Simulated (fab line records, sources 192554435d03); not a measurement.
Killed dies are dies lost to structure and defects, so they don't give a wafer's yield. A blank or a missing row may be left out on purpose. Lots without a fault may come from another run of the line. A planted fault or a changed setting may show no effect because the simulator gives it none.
Split-lot experiment | flow n5_finfet | 7 lots, 21 wafers read, on a route of 1938 steps

THE SPLIT
At N5_FIN_SAQP_ETCH_65 (etches SiO2 in CF4, target depth 4 nm, time 4.4 s), the setting time_s was moved away from the recipe's 4.4 s on 5 of the 21 wafers read, by -18.4% to +18.9%. The other wafers ran this setting at the recipe's value.

The reading is taken at the split's own step.

THE READING
etch.depth_nm (the simulator's own value, which no gauge read), in nm, at N5_FIN_SAQP_ETCH_65 (etches SiO2 in CF4, target depth 4 nm, time 4.4 s). The file gives no usual value for it. The 16 wafers here that ran the recipe average 4.032 nm, standard deviation 0.085 nm.

wafer  | tool, chamber at the split | time_s as run, s | against the recipe | etch.depth_nm, nm | against lot-mates on the recipe
L076.2 | rie_si-05, 2               | 4.4              | recipe             | 4.171             | -
L076.3 | rie_si-05, 3               | 4.4              | recipe             | 4.131             | -
L076.4 | rie_si-05, 0               | 4.4              | recipe             | 4.008             | -
L081.1 | rie_si-06, 1               | 5.231            | +18.9%             | 4.748             | +0.756
L081.4 | rie_si-06, 0               | 4.4              | recipe             | 3.937             | -
L081.5 | rie_si-06, 3               | 4.4              | recipe             | 4.048             | -
L083.1 | rie_si-05, 2               | 3.589            | -18.4%             | 3.382             | -0.587
L083.2 | rie_si-05, 3               | 3.589            | -18.4%             | 3.334             | -0.635
L083.5 | rie_si-05, 0               | 4.4              | recipe             | 3.969             | -
L090.4 | rie_si-05, 1               | 5.032            | +14.4%             | 4.439             | +0.503
L090.5 | rie_si-05, 0               | 4.4              | recipe             | 3.936             | -
L090.6 | rie_si-05, 1               | 5.032            | +14.4%             | 4.429             | +0.493
L091.1 | rie_si-05, 3               | 4.4              | recipe             | 4.034             | -
L091.3 | rie_si-05, 2               | 4.4              | recipe             | 4.137             | -
L091.6 | rie_si-05, 1               | 4.4              | recipe             | 3.851             | -
L093.1 | rie_si-01, 3               | 4.4              | recipe             | 4.004             | -
L093.3 | rie_si-01, 0,3             | 4.4              | recipe             | 3.991             | -
L093.6 | rie_si-01, 0,3             | 4.4              | recipe             | 3.991             | -
L095.1 | rie_si-05, 3               | 4.4              | recipe             | 4.099             | -
L095.5 | rie_si-05, 2               | 4.4              | recipe             | 4.114             | -
L095.6 | rie_si-05, 3               | 4.4              | recipe             | 4.09              | -
Where a row lists several chambers, the file gives one row for several wafers and doesn't say which wafer went through which chamber.

THE FIT
A straight line over all 21 wafers: etch.depth_nm changes by +0.0345 nm for each +1% of time_s; r = +0.96; the points scatter about the line by 0.085 nm.
The same after taking each lot's own level away (the mean of its wafers on the recipe; 21 wafers): +0.0352 nm for each +1%; r = +0.98; scatter 0.063 nm.
On that fit, the largest move of time_s shifts the reading by 0.67 nm.
The lots' own levels span 3.9360 to 4.1033 nm, that is 2.0 times the standard deviation above.
So the lot-to-lot level changes the slope little: the two slopes agree.
Check: with one of the wafers moved furthest among these (+18.9%) left out of the fit, the line predicts +0.64 nm for it against its lot-mates. It came out at +0.756 nm against them.

OTHER SPLITS ON THESE WAFERS
These wafers also went through other splits before the reading. Each is held against what the fit with the lots' levels taken away leaves over:
other split on the same wafers           | wafers away from the commonest value | r with etch.depth_nm (lot level and that fit taken away)
N5_ZERO_LAYER_PECVD_02 time_s            | 5                                    | +0.19
N5_ZERO_LAYER_COAT_05 spin_rpm           | 7                                    | -0.13
N5_PMOS_HMC_CHANNEL_EPI_COAT_31 spin_rpm | 7                                    | -0.07

THE FILE'S OWN FIT
etch.depth_nm changes by +0.0362 nm for each +1% of time_s, r = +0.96.
